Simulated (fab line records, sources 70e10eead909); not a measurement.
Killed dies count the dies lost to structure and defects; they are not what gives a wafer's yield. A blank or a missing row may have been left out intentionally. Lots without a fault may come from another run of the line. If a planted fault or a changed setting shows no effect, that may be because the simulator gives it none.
Matching of chambers | flow nand-harc | NHARC_P_CONTACT_DESCUM_17 on rie-diel-10 has 4 sister chambers
The step chemistry O2, time 3 s. 18 wafers are shown with their chamber, then 9 later ones without.

== WAFERS WITH THEIR CHAMBER ==
wafer  | chamber | showerhead-plenum-p-Torr (Torr) | drypump-motor-current-A (A) | oes-product-au (a.u.)
L075.1 | 3       | 2.06                            | 5.3                         | 1.009
L075.2 | 1       | 2.04                            | 5.8                         | 0.997
L075.3 | 2       | 1.94                            | 6.0                         | 1.010
L075.4 | 0       | 2.00                            | 5.1                         | 0.990
L075.5 | 0       | 2.00                            | 5.1                         | 0.982
L075.6 | 1       | 2.04                            | 5.8                         | 1.002
L079.3 | 3       | 2.06                            | 5.4                         | 1.016
L079.4 | 2       | 1.94                            | 6.1                         | 1.014
L079.6 | 0       | 2.00                            | 5.1                         | 1.000
L082.1 | 2       | 1.94                            | 6.0                         | 1.002
L082.3 | 1       | 2.04                            | 5.8                         | 0.983
L082.6 | 1       | 2.04                            | 5.8                         | 0.990
L085.3 | 2       | 1.94                            | 6.0                         | 1.020
L085.5 | 2       | 1.94                            | 6.0                         | 1.015
L085.6 | 1       | 2.03                            | 5.8                         | 0.990
L092.1 | 3       | 2.06                            | 5.3                         | 0.997
L092.3 | 0       | 2.00                            | 5.1                         | 0.999
L092.6 | 1       | 2.03                            | 5.8                         | 0.986

SIGNATURES, as means of the wafers listed above
reading                  | chamber 0 | chamber 1 | chamber 2 | chamber 3 | scatter within a chamber
showerhead-plenum-p-Torr | 2.0000    | 2.0367    | 1.9400    | 2.0600    | 0.00309
drypump-motor-current-A  | 5.100     | 5.800     | 6.020     | 5.333     | 0.0324
oes-product-au           | 0.99275   | 0.99133   | 1.01220   | 1.00733   | 0.00769
Rule: for each reading, subtract the chamber's mean from the wafer's reading, divide by that reading's scatter and square the result; add these up over the readings and take the root, which gives the wafer's distance from the chamber. If the next closest chamber is less than 2 further off than the closest, the wafer can't be placed; otherwise it belongs to the closest. The scatter: take each reading less its chamber's mean, square it, sum over the shown wafers, divide by the number of wafers less the number of chambers, and take the root.

== WAFERS WHOSE CHAMBER IS MISSING ==
wafer  | showerhead-plenum-p-Torr (Torr) | drypump-motor-current-A (A) | oes-product-au (a.u.)
L093.4 | 2.03                            | 5.8                         | 1.004
L093.5 | 2.06                            | 5.3                         | 1.002
L093.6 | 1.94                            | 6.1                         | 1.004
L095.1 | 2.03                            | 5.8                         | 0.997
L095.3 | 1.94                            | 6.1                         | 1.014
L095.4 | 2.06                            | 5.3                         | 1.012
L097.3 | 1.94                            | 6.1                         | 0.995
L097.4 | 2.06                            | 5.3                         | 0.989
L097.5 | 2.00                            | 5.1                         | 1.010

== WHICH CHAMBER EACH WENT THROUGH ==
wafer  | from the rows above | in truth
L093.4 | 1                   | 1
L093.5 | 3                   | 3
L093.6 | 2                   | 2
L095.1 | 1                   | 1
L095.3 | 2                   | 2
L095.4 | 3                   | 3
L097.3 | 2                   | 2
L097.4 | 3                   | 3
L097.5 | 0                   | 0
Correct placement for 9 of the 9. Number that these rows cannot place: 0. Number placed wrongly: 0.
